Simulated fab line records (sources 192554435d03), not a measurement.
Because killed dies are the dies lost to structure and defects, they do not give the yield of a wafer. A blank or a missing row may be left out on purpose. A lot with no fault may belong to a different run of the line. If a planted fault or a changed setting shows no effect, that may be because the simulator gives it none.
Matching of chambers | flow n5-finfet | 4 sister chambers for N5_BEOL_M7_STRIP_36 on rie-diel-01
The step strips in N2/H2. 14 wafers are shown with their chamber, then 7 later ones without.

WAFERS, EACH WITH ITS CHAMBER
wafer  | chamber | showerhead-plenum-p-Torr (Torr) | drypump-motor-current-A (A) | throttle-valve-pct (%)
L074.1 | 3       | 2.57                            | 6.1                         | 23.5
L074.4 | 1       | 2.48                            | 5.4                         | 22.8
L074.6 | 2       | 2.45                            | 5.3                         | 23.0
L075.2 | 2       | 2.44                            | 5.3                         | 23.1
L075.3 | 1       | 2.48                            | 5.4                         | 22.8
L075.6 | 0       | 2.46                            | 5.5                         | 23.4
L078.2 | 0       | 2.46                            | 5.5                         | 23.5
L078.3 | 3       | 2.56                            | 6.0                         | 23.5
L078.5 | 3       | 2.56                            | 6.0                         | 23.6
L081.1 | 0       | 2.46                            | 5.5                         | 23.4
L081.2 | 2       | 2.44                            | 5.3                         | 23.1
L081.4 | 1       | 2.47                            | 5.5                         | 22.8
L082.2 | 1       | 2.47                            | 5.4                         | 22.8
L082.3 | 2       | 2.44                            | 5.3                         | 23.1

SIGNATURES, as means of the wafers listed above
reading                  | chamber 0 | chamber 1 | chamber 2 | chamber 3 | scatter within a chamber
showerhead-plenum-p-Torr | 2.4600    | 2.4750    | 2.4425    | 2.5633    | 0.00492
drypump-motor-current-A  | 5.500     | 5.425     | 5.300     | 6.033     | 0.0376
throttle-valve-pct       | 23.433    | 22.800    | 23.075    | 23.533    | 0.0456
Rule: a wafer's distance from a chamber is the root of the sum, over the readings, of the square of ((its reading less the chamber's mean) divided by the reading's scatter). The wafer belongs to the nearest chamber; if the next one is less than 2 further off, it can't be placed. The scatter: the root of (the sum of the squares of (reading less its chamber's mean) over the shown wafers, divided by (wafers less chambers)).

WAFERS WITH NO CHAMBER GIVEN
wafer  | showerhead-plenum-p-Torr (Torr) | drypump-motor-current-A (A) | throttle-valve-pct (%)
L082.4 | 2.56                            | 6.0                         | 23.6
L091.2 | 2.55                            | 6.0                         | 23.6
L091.3 | 2.46                            | 5.4                         | 22.8
L091.5 | 2.56                            | 6.0                         | 23.6
L097.2 | 2.55                            | 6.0                         | 23.6
L097.3 | 2.43                            | 5.3                         | 23.1
L097.6 | 2.43                            | 5.3                         | 23.1

WHICH CHAMBER EACH ONE RAN IN
wafer  | from the rows above | in truth
L082.4 | 3                   | 3
L091.2 | 3                   | 3
L091.3 | 1                   | 1
L091.5 | 3                   | 3
L097.2 | 3                   | 3
L097.3 | 2                   | 2
L097.6 | 2                   | 2
Placed correctly: 7 of 7. Left unplaced by these rows: 0. Number placed wrongly: 0.
